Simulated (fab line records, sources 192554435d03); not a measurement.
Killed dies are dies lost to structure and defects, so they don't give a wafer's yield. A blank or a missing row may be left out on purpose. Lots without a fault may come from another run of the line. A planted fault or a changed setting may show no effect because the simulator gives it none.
A struck lot beside a sound one | flow n5_finfet | 15 steps out of a route of 1938
Sound: wafers L760.1, L760.5, L760.6. Struck: wafer L752.4. (L752.3, L752.5 of the same lot were not struck and are left out.) The cause comes at the end.
At each step with rows: each side's tool, then ch and its chambers, then its first start. Under that, the readings that differ: sound wafers | struck wafers | difference of the means | sigmas: that difference in standard deviations of wafers without a fault.
alike: readings whose means differ by less than 2 such deviations, and words and numbers that are the same on both sides. not compared: withheld readings, readings that some wafer has no value for, bounds like >300 that may hide the same value, and numbers for which the record gives no deviation and whose values overlap.
The two part at a step that has a row with sigmas, a row that says differs or no value, or rows on one side only. Numbers that don't overlap but have no deviation are shown without sigmas and don't part them. A reading that every wafer of one side lacks parts them only if that side has two wafers or more.

N5_BEOL_M10_ALD_74: deposits TaN, target thk 2 nm, pulse time 2 s, purge time 3 s.
  sound on ald_metal-04 ch 0,3, day 17 12:40; struck on ald_metal-04 ch 2, day 15 03:04
  alike: chamber_pressure_Torr, heater_power_w, precursor_vessel_pressure_torr
N5_BEOL_M10_SURFACE_TREAT_76:
  sound on pvd_sputter-03, day 17 14:51; struck on pvd_sputter-03, day 15 03:20
  not compared: throttle_valve_pct
then, 3 steps without rows for these wafers: N5_BEOL_M10_CVD_75 (deposits Co from CCTBA/H2, target thk 2 nm, time 138.9 s); N5_BEOL_M10_SPUTTER_48 (material Cu, target thk 12 nm, time 2 s); N5_BEOL_M10_ECD_50 (material Cu, target thk 318 nm).
N5_BEOL_M10_ANNEAL_51: time 90 s.
  sound on rtp_anneal-01 ch 0, day 17 17:13; struck on rtp_anneal-01 ch 0, day 15 05:20
  alike: wafer_temp_C_max
N5_BEOL_M10_CMP_52: polishes, stops on SiCOH lowk, t overpolish 7 s, target thk 140 nm.
  sound on cmp-02 ch 2,3, day 17 17:32; struck on cmp-02 ch 1, day 15 05:36
  reading                      | sound             | struck | difference | sigmas
  barrier_field_endpoint_s (s) | 27.4 28.8 27.9    | 29.9   | +1.9       | +2
  edge_zone_pressure_frac      | 0.993 0.995 1.000 | 1.006  | +0.010     | +2
  alike: clearing_platen_down_force_psi, motor_current_A, overpolish_run_s, time_to_endpoint_s
N5_BEOL_M10_THK_MEAS_53: measures by xrf.
  sound on film_metro-01, day 17 17:49; struck on film_metro-02, day 15 05:51
  alike: M10_THK
then, 2 steps without rows for these wafers: N5_BEOL_M10_PRE_CLEAN_55 (time 15 s); N5_BEOL_M10_DEP_56 (deposits SiCN from 3MS/NH3, target thk 15 nm, time 26.5 s).
N5_BEOL_M10_RS_MEAS_57: measures by four-point-probe.
  sound on film_metro-01, day 17 17:56; struck on film_metro-01, day 15 05:59
  alike: M10_RS
N5_BEOL_M10_INSPECT_58: inspects for defects (darkfield).
  sound on defect_inspect-02, day 17 17:58; struck on defect_inspect-02, day 15 06:01
  alike: raw_defect_count
N5_BEOL_M11_ILD_DEP_00: deposits SiCOH lowk from DEMS/porogen, target thk 308.51 nm, time 58 s.
  sound on pecvd-04 ch 0,2, day 17 18:00; struck on pecvd-01 ch 0, day 15 06:03
  reading                      | sound                | struck | difference | sigmas
  chamber_pressure_Torr (Torr) | 4.999 4.979 4.993    | 5.027  | +0.037     | +3
  susceptor_temp_C (C)         | 300.07 299.74 300.24 | 302.87 | +2.85      | +13
  alike: heater_power_w, showerhead_plenum_p_Torr, throttle_valve_pct
N5_BEOL_M11_CURE_71: cures SiCOH lowk, time 240 s.
  sound on uv_cure-01 ch 2, day 17 18:07; struck on uv_cure-01 ch 0, day 15 06:27
  reading          | sound             | struck | difference | sigmas
  wafer_temp_C_max | 386.1 386.2 386.2 | 387.8  | +1.6       | +3
  alike: lamp_power_pct
-- the record jumps here: 2 days lie between the struck wafers' starts before and after (it left off in module BEOL_M11 and takes up again in module PASSIVATION, whose first step shown is number 1936 of the route) --
N5_PASSIVATION_PROBE_49:
  the record has rows for the struck wafers here (prober-01, day 17 16:40) and none for the sound ones

WHERE THEY PART
First at N5_BEOL_M10_CMP_52; last, within this record, at N5_PASSIVATION_PROBE_49.

WHY: what the simulator had put in
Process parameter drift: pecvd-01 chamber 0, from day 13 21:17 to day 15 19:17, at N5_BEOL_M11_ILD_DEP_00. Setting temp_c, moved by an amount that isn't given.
